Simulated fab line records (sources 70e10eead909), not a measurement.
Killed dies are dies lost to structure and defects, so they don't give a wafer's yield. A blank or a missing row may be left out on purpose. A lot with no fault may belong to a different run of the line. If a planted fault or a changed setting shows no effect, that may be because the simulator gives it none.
Matching of chambers || flow nand harc || NHARC_A_WL_FILL_ALD_02 on ald metal-03: 4 sister chambers
The step deposits TiN, target thk 2 nm, pulse time 3 s, ald cycles 100. 14 wafers are shown with their chamber, then 7 later ones without.

## EACH WAFER AND ITS CHAMBER
{"wafer": "L877.1", "chamber": 1, "heater power w (W)": 897, "precursor pulse height rel": 1.018}
{"wafer": "L877.3", "chamber": 3, "heater power w (W)": 1154, "precursor pulse height rel": 0.985}
{"wafer": "L877.6", "chamber": 0, "heater power w (W)": 1082, "precursor pulse height rel": 1.005}
{"wafer": "L876.3", "chamber": 2, "heater power w (W)": 1134, "precursor pulse height rel": 0.979}
{"wafer": "L876.4", "chamber": 3, "heater power w (W)": 1166, "precursor pulse height rel": 0.979}
{"wafer": "L876.6", "chamber": 3, "heater power w (W)": 1120, "precursor pulse height rel": 1.005}
{"wafer": "L882.3", "chamber": 1, "heater power w (W)": 912, "precursor pulse height rel": 0.986}
{"wafer": "L882.5", "chamber": 2, "heater power w (W)": 1100, "precursor pulse height rel": 1.007}
{"wafer": "L882.6", "chamber": 1, "heater power w (W)": 901, "precursor pulse height rel": 0.971}
{"wafer": "L889.1", "chamber": 0, "heater power w (W)": 1111, "precursor pulse height rel": 1.002}
{"wafer": "L889.2", "chamber": 2, "heater power w (W)": 1108, "precursor pulse height rel": 0.983}
{"wafer": "L889.3", "chamber": 3, "heater power w (W)": 1116, "precursor pulse height rel": 0.987}
{"wafer": "L891.3", "chamber": 0, "heater power w (W)": 1106, "precursor pulse height rel": 1.010}
{"wafer": "L891.4", "chamber": 3, "heater power w (W)": 1110, "precursor pulse height rel": 1.012}

SIGNATURES, as means of the wafers listed above
{"reading": "heater power w", "chamber 0": 1099.67, "chamber 1": 903.33, "chamber 2": 1114.00, "chamber 3": 1133.20, "scatter within a chamber": 19.4}
{"reading": "precursor pulse height rel", "chamber 0": 1.00567, "chamber 1": 0.99167, "chamber 2": 0.98967, "chamber 3": 0.99360, "scatter within a chamber": 0.0156}
Rule: a wafer's distance from a chamber is the root of the sum, over the readings, of the square of ((its reading less the chamber's mean) divided by the reading's scatter). The wafer belongs to the nearest chamber; if the next one is less than 2 further off, it can't be placed. The scatter is the square root of a quotient: the sum, over the shown wafers, of each reading's squared deviation from its chamber's mean, divided by wafers minus chambers.

## WAFERS WITHOUT THEIR CHAMBER
{"wafer": "L891.6", "heater power w (W)": 1115, "precursor pulse height rel": 0.981}
{"wafer": "L894.3", "heater power w (W)": 1074, "precursor pulse height rel": 1.001}
{"wafer": "L894.4", "heater power w (W)": 1105, "precursor pulse height rel": 1.017}
{"wafer": "L894.5", "heater power w (W)": 1092, "precursor pulse height rel": 1.024}
{"wafer": "L897.2", "heater power w (W)": 937, "precursor pulse height rel": 1.034}
{"wafer": "L897.3", "heater power w (W)": 1110, "precursor pulse height rel": 1.004}
{"wafer": "L897.5", "heater power w (W)": 1117, "precursor pulse height rel": 1.011}

## EACH ONE'S CHAMBER
{"wafer": "L891.6", "from the rows above": "can't be placed: 2 or 3 or 0", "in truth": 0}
{"wafer": "L894.3", "from the rows above": "can't be placed: 0 or 2 or 3", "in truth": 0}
{"wafer": "L894.4", "from the rows above": "can't be placed: 0 or 2 or 3", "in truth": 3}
{"wafer": "L894.5", "from the rows above": "can't be placed: 0 or 2 or 3", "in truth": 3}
{"wafer": "L897.2", "from the rows above": 1, "in truth": 1}
{"wafer": "L897.3", "from the rows above": "can't be placed: 0 or 2 or 3", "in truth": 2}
{"wafer": "L897.5", "from the rows above": "can't be placed: 0 or 2 or 3", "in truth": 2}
1 of 7 placed correctly. Cannot be placed on the basis of these rows: 6; the candidates contain the true chamber in 6. Placed wrongly: 0.
